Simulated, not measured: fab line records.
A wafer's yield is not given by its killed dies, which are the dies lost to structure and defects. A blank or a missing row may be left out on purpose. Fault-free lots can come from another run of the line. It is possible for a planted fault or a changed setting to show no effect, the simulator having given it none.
Chamber matching -- flow n5Finfet -- 4 sister chambers for N5_HKMG_FIN_ALD_36 on aldMetal-04
The step deposits TiN, target thk 1 nm, pulse time 1 s, purge time 3 s. 8 wafers are shown with their chamber, then 10 later ones without.

EACH WAFER AND ITS CHAMBER
wafer,chamber,heaterPowerW (W),precursorPulseHeightRel
L075.2,0,888,1.003
L079.2,0,900,0.996
L081.2,2,831,0.984
L083.1,2,810,0.988
L083.3,1,839,0.992
L083.4,3,908,1.024
L091.1,1,835,0.992
L091.2,3,895,1.002

WAFERS WITHOUT THEIR CHAMBER
wafer,heaterPowerW (W),precursorPulseHeightRel
L091.3,814,1.002
L094.1,815,0.996
L094.2,921,1.012
L094.3,810,0.994
L094.4,906,1.007
L094.5,912,1.000
L094.6,813,1.005
L095.2,848,0.982
L095.3,889,0.992
L095.4,833,0.994

EACH ONE'S CHAMBER
wafer,from the rows above,in truth
L091.3,can't be placed: 2 or 1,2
L094.1,can't be placed: 2 or 1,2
L094.2,can't be placed: 3 or 0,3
L094.3,can't be placed: 2 or 1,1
L094.4,can't be placed: 3 or 0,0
L094.5,can't be placed: 0 or 3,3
L094.6,can't be placed: 2 or 1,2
L095.2,can't be placed: 1 or 2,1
L095.3,can't be placed: 0 or 3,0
L095.4,can't be placed: 1 or 2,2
Correct placement for 0 of the 10. Cannot be placed on the basis of these rows: 10; the candidates contain the true chamber in 10. Wrongly placed: 0.
How it was worked out, from the rows above alone: a wafer's distance from a chamber is the root of the sum, over the readings, of the square of ((its reading less the chamber's mean) divided by the reading's scatter). If the next closest chamber is less than 2 further off than the closest, the wafer can't be placed; otherwise it belongs to the closest. The mean given for a chamber averages the wafers shown for that chamber. The scatter: the root of (the sum of the squares of (reading less its chamber's mean) over the shown wafers, divided by (wafers less chambers)).
